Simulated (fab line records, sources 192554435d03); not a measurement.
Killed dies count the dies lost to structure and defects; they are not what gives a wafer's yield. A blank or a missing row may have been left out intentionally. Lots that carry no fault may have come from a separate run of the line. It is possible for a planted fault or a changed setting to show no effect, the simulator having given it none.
Chamber matching / flow n5-finfet / rie-diel-03 running N5_FIN_CUT_ETCH_20: 4 sister chambers
The step etches SiARC in CF4, target depth 26 nm, time 43.3 s. 7 wafers are shown with their chamber, then 6 later ones without.

## WAFERS, EACH WITH ITS CHAMBER
wafer=L404.5; chamber=1; throttle-valve-pct (%)=15.81; drypump-motor-current-A (A)=6.0
wafer=L407.3; chamber=2; throttle-valve-pct (%)=15.45; drypump-motor-current-A (A)=5.5
wafer=L408.1; chamber=2; throttle-valve-pct (%)=15.46; drypump-motor-current-A (A)=5.5
wafer=L408.2; chamber=3; throttle-valve-pct (%)=15.67; drypump-motor-current-A (A)=5.6
wafer=L408.5; chamber=0; throttle-valve-pct (%)=15.62; drypump-motor-current-A (A)=6.4
wafer=L409.1; chamber=3; throttle-valve-pct (%)=15.69; drypump-motor-current-A (A)=5.6
wafer=L409.3; chamber=0; throttle-valve-pct (%)=15.62; drypump-motor-current-A (A)=6.3

## WAFERS WITH NO CHAMBER GIVEN
wafer=L409.4; throttle-valve-pct (%)=15.31; drypump-motor-current-A (A)=6.0
wafer=L413.1; throttle-valve-pct (%)=15.33; drypump-motor-current-A (A)=6.0
wafer=L413.2; throttle-valve-pct (%)=15.68; drypump-motor-current-A (A)=5.6
wafer=L413.6; throttle-valve-pct (%)=15.64; drypump-motor-current-A (A)=6.3
wafer=L420.1; throttle-valve-pct (%)=15.37; drypump-motor-current-A (A)=6.1
wafer=L421.1; throttle-valve-pct (%)=15.66; drypump-motor-current-A (A)=6.4

## EACH ONE'S CHAMBER
wafer=L409.4; from the rows above=2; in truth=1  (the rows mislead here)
wafer=L413.1; from the rows above=2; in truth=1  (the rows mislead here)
wafer=L413.2; from the rows above=3; in truth=3
wafer=L413.6; from the rows above=0; in truth=0
wafer=L420.1; from the rows above=2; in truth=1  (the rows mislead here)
wafer=L421.1; from the rows above=0; in truth=0
Placed correctly: 3 of 6. Number that these rows cannot place: 0. Wrongly placed: 3.
How it was worked out, from the rows above alone: a wafer's distance from a chamber is the root of the sum, over the readings, of the square of ((its reading less the chamber's mean) divided by the reading's scatter). The wafer belongs to the nearest chamber; if the next one is less than 2 further off, it can't be placed. Each chamber's mean is taken over the wafers shown for it. The scatter is the square root of a quotient: the sum, over the shown wafers, of each reading's squared deviation from its chamber's mean, divided by wafers minus chambers.
